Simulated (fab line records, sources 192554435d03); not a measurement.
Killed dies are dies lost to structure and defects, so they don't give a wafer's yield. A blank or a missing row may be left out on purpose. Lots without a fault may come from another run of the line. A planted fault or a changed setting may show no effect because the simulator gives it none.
Chamber matching | flow n5_finfet | N5_HKMG_FIN_ALD_74 on ald_hk-02: 4 sister chambers
The step deposits La2O3, target thk 0.5 nm, pulse time 6 s, co reactant pulse time 1 s. 8 wafers are shown with their chamber, then 11 later ones without.

WAFERS WITH THEIR CHAMBER
wafer  | chamber | heater_power_w (W) | precursor_pulse_height_rel
L081.5 | 0       | 338                | 1.046
L085.3 | 2       | 376                | 1.008
L085.4 | 3       | 335                | 0.982
L085.5 | 0       | 346                | 0.982
L087.1 | 1       | 385                | 1.049
L087.2 | 3       | 323                | 0.999
L087.3 | 2       | 374                | 0.979
L093.2 | 1       | 387                | 0.998

WAFERS WITHOUT THEIR CHAMBER
wafer  | heater_power_w (W) | precursor_pulse_height_rel
L093.3 | 366                | 1.020
L093.4 | 328                | 0.999
L094.4 | 366                | 1.042
L094.5 | 346                | 1.015
L094.6 | 385                | 0.997
L096.1 | 377                | 0.952
L096.2 | 352                | 0.974
L096.5 | 318                | 1.020
L097.2 | 335                | 0.982
L097.3 | 374                | 1.008
L097.4 | 350                | 1.010

WHICH CHAMBER EACH WENT THROUGH
wafer  | from the rows above     | in truth
L093.3 | can't be placed: 2 or 1 | 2
L093.4 | 3                       | 3
L094.4 | can't be placed: 2 or 1 | 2
L094.5 | 0                       | 0
L094.6 | can't be placed: 1 or 2 | 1
L096.1 | can't be placed: 2 or 1 | 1
L096.2 | 0                       | 0
L096.5 | 3                       | 3
L097.2 | can't be placed: 3 or 0 | 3
L097.3 | can't be placed: 2 or 1 | 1
L097.4 | 0                       | 0
Placed correctly: 5 of 11. Can't be placed from these rows: 6 (the true chamber is among the candidates in 6). Placed wrongly: 0.
How it was worked out, from the rows above alone: a wafer's distance from a chamber is the root of the sum, over the readings, of the square of ((its reading less the chamber's mean) divided by the reading's scatter). The wafer belongs to the nearest chamber; if the next one is less than 2 further off, it can't be placed. A chamber's mean is the mean of its shown wafers. The scatter: the root of (the sum of the squares of (reading less its chamber's mean) over the shown wafers, divided by (wafers less chambers)).
